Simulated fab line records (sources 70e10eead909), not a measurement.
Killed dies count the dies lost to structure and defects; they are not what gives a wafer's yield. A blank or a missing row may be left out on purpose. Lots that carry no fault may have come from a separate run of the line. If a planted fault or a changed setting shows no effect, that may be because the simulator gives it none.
fab line records | flow nandHarc
record: lots: 6 | wafers: 18 | lastDay: 25
route steps=1159 shown THIN_TSV@1139
lots that met no fault: from a run of the same line without faults
startH: hours from the record's opening day to when the first of the lot's shown wafers began | waitH: hours from the lot's prior step to this one | " unchanged from the row above | L1.1+2: several wafers, shown together as one row | - either no value or no given start | * or withheld: withheld | < > ~ a bound
route shown NAME@n: names a module that has steps shown in the file, with the first one's number in the route | usual: average and standard deviation across the fault-free wafers | same: alike in all rows | chamber/n: place in a boat | sites: the reading at each site | _std_site: the values' standard deviation | _edge_site: inner sites' mean taken away from outer sites' mean | radiusMm: for every site, how far away it sits from the centre of the wafer | mask NAME#n: copy n | behind: the tool/chamber that last shaped the wafer | hold: what put the lot on hold/how long, in hours/how the hold closed | device: transistor that didn't switch, given as n, p or np | end of line: the tests these same wafers got at the end of their route | for a step that has no rows: nothing shown but its recipe | killed: dies that structure and defects cost at the first sort, which is not the same as the wafer's yield | map: dies across one wafer; x = killed, . = not, _ = none there
set.NAME: the setting that was run; set.NAME@STEP: the one run at that earlier step | model.NAME: the simulator's own value behind a step, which no gauge read
certain route steps with their lots: each step a table, each wafer a row
services: a tool's chamber out of use, with start hour (startH, from the record's first day; less than 0 if before it), hours out, and reason
== steps ==
step: NHARC_THIN_TSV_PVD_24
recipe: targetThkA: 8000 | powerW: withheld | chamberPressurePa: withheld | substrateTempC: withheld | timeS: withheld | gas: Ar | material: Al
step: NHARC_THIN_TSV_DEHYDRATE_25
recipe: tempC: 150 | timeS: 120
step: NHARC_THIN_TSV_HMDS_26
recipe: timeS: 30
step: NHARC_THIN_TSV_COAT_27
recipe: spinRpm: *
step: NHARC_THIN_TSV_SOFTBAKE_28
recipe: tempC: 122 | timeS: 95
step: NHARC_THIN_TSV_EBR_29
step: NHARC_THIN_TSV_EXPOSE_30
recipe: na: 0.55 | doseMj: 11.47 | maskId: PAD
step: NHARC_THIN_TSV_PEB_31
recipe: pebTempC: 118 | pebTimeS: 85
step: NHARC_THIN_TSV_DEVELOP_32
recipe: timeS: 70
step: NHARC_THIN_TSV_CD_MEAS_33
recipe: targetCdNm: 5000 | landingEnergyEv: 500
usual: cdNm: 4999.3/2.8
lot.wafer | tool     | chamber | startH | waitH | cdNm
L973.1    | cdSem-01 | 0       | 447.00 | -     | 4994.6
L973.2    | "        | 0       | "      | "     | 5004.6
L973.5    | "        | 0       | "      | "     | 4997.6
L985.2    | cdSem-03 | 0       | 500.29 | -     | 5003.9
L985.4    | "        | 0       | "      | "     | 5001.4
L985.6    | "        | 0       | "      | "     | 5004.1
L986.1    | cdSem-03 | 0       | 507.54 | -     | 4998.5
L986.2    | "        | 0       | "      | "     | 4999.2
L986.4    | "        | 0       | "      | "     | 4999.2
L984.3    | cdSem-03 | 0       | 508.65 | -     | 4999.8
L984.5    | "        | 0       | "      | "     | 4996.4
L984.6    | "        | 0       | "      | "     | 4998.4
L987.2    | cdSem-01 | 0       | 522.65 | -     | 5001.7
L987.4    | "        | 0       | "      | "     | 5004.4
L987.6    | "        | 0       | "      | "     | 4999.1
L996.1    | cdSem-03 | 0       | 584.98 | -     | 5002.1
L996.4    | "        | 0       | "      | "     | 4998.6
L996.5    | "        | 0       | "      | "     | 5005.6
step: NHARC_THIN_TSV_HARDBAKE_34
recipe: tempC: 125 | timeS: 80
step: NHARC_THIN_TSV_DESCUM_35
recipe: timeS: 3 | o2FlowSccm: 200 | arFlowSccm: 0 | biasPowerW: 0 | chemistry: O2
usual: drypumpMotorCurrentA: 5.77/0.3 | oesProductAu: 1.000/0.015 | rfVppV: 57.8/0.94 | showerheadPlenumPTorr: 1.89/0.086 | throttleValvePct: 11.311/0.0088
same: biasPowerW: 0
lot.wafer | tool       | chamber | startH | waitH | drypumpMotorCurrentA | oesProductAu | rfHoursCounterH | rfVppV | showerheadPlenumPTorr | throttleValvePct
L973.2    | rieDiel-04 | 2       | 447.16 | -     | 5.76                 | 0.994        | 11              | 56.8   | 2.05                  | 11.309
L973.1    | "          | 0       | "      | "     | 5.84                 | 0.999        | 11              | 59.3   | 1.87                  | 11.307
L973.5    | "          | 3       | "      | "     | 5.77                 | 1.011        | -               | 57.3   | 1.79                  | 11.310
L985.4    | rieDiel-04 | 0       | 500.45 | -     | 5.87                 | 0.998        | 2               | 58.3   | 1.87                  | 11.303
L985.2    | "          | 3       | "      | "     | 5.76                 | 1.018        | 3               | 57.8   | 1.79                  | 11.307
L985.6    | "          | 1       | "      | "     | 5.92                 | 0.995        | -               | 57.8   | 1.82                  | 11.312
L986.1    | rieDiel-04 | 1       | 507.70 | -     | 5.92                 | 0.991        | 2               | 57.6   | 1.82                  | 11.317
L986.4    | "          | 2       | "      | "     | 5.76                 | 0.980        | 3               | 58.7   | 2.05                  | 11.312
L986.2    | "          | 3       | "      | "     | 5.75                 | 1.008        | 3               | 56.9   | 1.79                  | 11.315
L984.3    | rieDiel-09 | 0       | 508.82 | -     | 5.37                 | 0.990        | 7               | 57.9   | 2.00                  | 11.319
L984.5    | "          | 3       | "      | "     | 5.80                 | 1.011        | -               | 56.1   | 1.81                  | 11.306
L984.6    | "          | 0       | "      | "     | 5.36                 | 0.996        | -               | 57.5   | 2.00                  | 11.317
L987.2    | rieDiel-04 | 3       | 522.82 | -     | 5.78                 | 1.002        | 4               | 57.3   | 1.79                  | 11.317
L987.4    | "          | 0       | "      | "     | 5.84                 | 0.986        | 4               | 58.0   | 1.87                  | 11.308
L987.6    | "          | 3       | "      | "     | 5.80                 | 1.010        | -               | 57.3   | 1.79                  | 11.310
L996.1    | rieDiel-09 | 1       | 585.14 | -     | 6.29                 | 1.015        | 13              | 59.5   | 1.94                  | 11.310
L996.4    | "          | 3       | "      | "     | 5.82                 | 1.009        | 15              | 56.7   | 1.81                  | 11.312
L996.5    | "          | 2       | "      | "     | 5.54                 | 1.005        | -               | 56.2   | 1.91                  | 11.304
step: NHARC_THIN_TSV_ETCH_59
recipe: targetDepthA: 8800 | icpW: 900 | biasW: 100 | Cl2_flow_sccm: 60 | bcl3FlowSccm: 30 | timeS: 138.1 | chemistry: Cl2/BCl3
usual: drypumpMotorCurrentA: 5.9/0.59 | oesProductAu: 0.999/0.013 | runLengthS: 159.7/0.43 | throttleValvePct: 22.264/0.0089
lot.wafer | tool        | chamber | startH | waitH | drypumpMotorCurrentA | oesProductAu | rfHoursCounterH | runLengthS | throttleValvePct
L973.2    | rieMetal-02 | 0       | 447.29 | 0.1   | 6.6                  | 0.982        | 1.5             | 158.8      | 22.247
L973.1    | "           | 1       | "      | "     | 6.0                  | 1.027        | 1.5             | 159.0      | 22.271
L973.5    | "           | 0       | "      | "     | 6.6                  | 0.979        | -               | 159.2      | 22.274
L985.2    | rieMetal-03 | 0       | 500.61 | 0.1   | 5.4                  | 1.021        | 1.0             | 159.5      | 22.256
L985.4    | "           | 1       | "      | "     | 6.8                  | 1.014        | -               | 159.8      | 22.280
L985.6    | "           | 0       | "      | "     | 5.4                  | 1.012        | -               | 159.3      | 22.279
L986.1    | rieMetal-03 | 1       | 507.83 | 0.1   | 6.8                  | 1.002        | 1.4             | 160.4      | 22.273
L986.2    | "           | 0       | "      | "     | 5.3                  | 1.003        | 1.4             | 140.1      | 22.278
L986.4    | "           | 0       | "      | "     | 5.3                  | 1.000        | -               | 140.3      | 22.267
L984.3    | rieMetal-03 | 1       | 509.04 | 0.2   | 6.9                  | 1.009        | -               | 159.8      | 22.265
L984.5    | "           | 0       | "      | "     | 5.4                  | 1.000        | -               | 140.0      | 22.257
L984.6    | "           | 1       | "      | "     | 6.8                  | 1.014        | -               | 159.7      | 22.253
L987.2    | rieMetal-01 | 1       | 522.93 | 0.1   | 5.4                  | 1.000        | 0.1             | 159.7      | 22.257
L987.4    | "           | 1       | "      | "     | 5.4                  | 0.998        | -               | 160.3      | 22.263
L987.6    | "           | 1       | "      | "     | 5.4                  | 1.000        | -               | 159.6      | 22.245
L996.1    | rieMetal-01 | 1       | 585.30 | 0.1   | 5.3                  | 0.997        | 1.7             | 159.8      | 22.276
L996.4    | "           | 1       | "      | "     | 5.4                  | 0.994        | -               | 159.8      | 22.254
L996.5    | "           | 1       | "      | "     | 5.4                  | 1.004        | -               | 159.9      | 22.261
step: NHARC_THIN_TSV_ETCH_36
recipe: targetDepthA: 650 | overEtchFrac: 0.3 | timeS: 18.571 | ionEnergyEv: 150 | chemistry: Cl2/BCl3
usual: drypumpMotorCurrentA: 5.9/0.58 | oesProductAu: 0.998/0.011 | runLengthS: 40.2/0.43
lot.wafer | tool        | chamber | startH | waitH | drypumpMotorCurrentA | oesProductAu | rfHoursCounterH | runLengthS
L973.1    | rieMetal-02 | 0       | 447.56 | 0.2   | 6.6                  | 0.965        | 1.6             | 39.3
L973.2    | "           | 1       | "      | "     | 6.0                  | 1.010        | 1.6             | 39.3
L973.5    | "           | 0       | "      | "     | 6.6                  | 0.972        | -               | 40.1
L985.2    | rieMetal-03 | 1       | 500.84 | 0.2   | 6.8                  | 0.998        | 1.1             | 40.2
L985.4    | "           | 0       | "      | "     | 5.3                  | 1.016        | -               | 39.6
L985.6    | "           | 0       | "      | "     | 5.4                  | 1.004        | -               | 39.6
L986.2    | rieMetal-03 | 0       | 508.09 | 0.2   | 5.4                  | 0.996        | 1.6             | 39.5
L986.1    | "           | 1       | "      | "     | 6.8                  | 1.007        | 1.6             | 41.0
L986.4    | "           | 0       | "      | "     | 5.4                  | 1.007        | -               | 39.9
L984.3    | rieMetal-03 | 0       | 509.21 | 0.1   | 5.4                  | 0.996        | -               | 39.6
L984.5    | "           | 1       | "      | "     | 6.8                  | 1.006        | -               | 40.2
L984.6    | "           | 0       | "      | "     | 5.3                  | 0.997        | -               | 39.8
L987.2    | rieMetal-01 | 1       | 523.20 | 0.2   | 5.4                  | 0.991        | 0.2             | 40.3
L987.4    | "           | 1       | "      | "     | 5.4                  | 0.999        | -               | 40.3
L987.6    | "           | 1       | "      | "     | 5.4                  | 0.995        | -               | 40.1
L996.1    | rieMetal-01 | 1       | 585.53 | 0.2   | 5.4                  | 0.996        | 1.9             | 40.0
L996.4    | "           | 0       | "      | "     | 5.7                  | 0.964        | -               | 40.3
L996.5    | "           | 1       | "      | "     | 5.4                  | 0.989        | -               | 40.8
== services ==
tool        | chamber | startH | hours | kind
rieDiel-09  | -       | 431.44 | 9.0   | pm
rieDiel-04  | 0       | 444.41 | -     | clean
rieDiel-04  | 1       | 444.41 | -     | clean
rieDiel-04  | 2       | 444.41 | -     | clean
rieDiel-04  | 3       | 444.41 | -     | clean
rieMetal-03 | -       | 453.00 | 9.0   | pm
rieMetal-03 | 0       | 453.00 | 9.0   | ventCycle
rieMetal-03 | 1       | 453.00 | 9.0   | ventCycle
rieMetal-03 | 0       | 462.00 | -     | clean
rieMetal-03 | 1       | 462.00 | -     | clean
rieMetal-01 | -       | 462.01 | 0.3   | repair
rieDiel-04  | -       | 465.90 | 9.0   | pm
rieDiel-04  | 0       | 465.90 | 9.0   | ventCycle
rieDiel-04  | 1       | 465.90 | 9.0   | ventCycle
rieMetal-03 | 1       | 475.34 | 7.7   | repair
rieDiel-09  | 0       | 502.48 | 2.6   | repair
rieMetal-01 | -       | 509.00 | 9.0   | pm
rieMetal-03 | -       | 515.22 | 0.4   | repair
rieDiel-09  | -       | 515.30 | 0.3   | repair
rieDiel-09  | 1       | 521.32 | 3.0   | repair
rieDiel-09  | 3       | 528.28 | 3.9   | repair
rieDiel-09  | 0       | 562.38 | 5.2   | repair
rieMetal-02 | -       | 565.00 | 9.0   | pm
rieMetal-01 | -       | 569.57 | 0.2   | repair
== key ==
firstSign: step: NHARC_THIN_TSV_ETCH_59 | reading: runLengthS | direction: down | sigmas: 46 | usual: * | struck: *
effect none on later readings
metAt NHARC_THIN_TSV_ETCH_59
struckWafers L984.5,L986.2,L986.4
laterRowsLeftOut L984.5,L986.2,L986.4
sortLeftOut L984.5,L986.2,L986.4
onsetBetween 500.61 507.83
fault: kind: processParameterDrift | tool: rieMetal-03 | chamber: 0 | onsetH: 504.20 | steps: NHARC_THIN_TSV_ETCH_59 | channel: timeS | offset: * | shape: step | endH: 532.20 | actsIn: * | stated: *
sortLeftOut: the simulated sort isn't trusted on such a fault, so these wafers' sort isn't shown, and their yield isn't known
laterRowsLeftOut: the simulator's readings of these wafers behind a module that went badly wrong aren't trusted and aren't shown, but for the sort
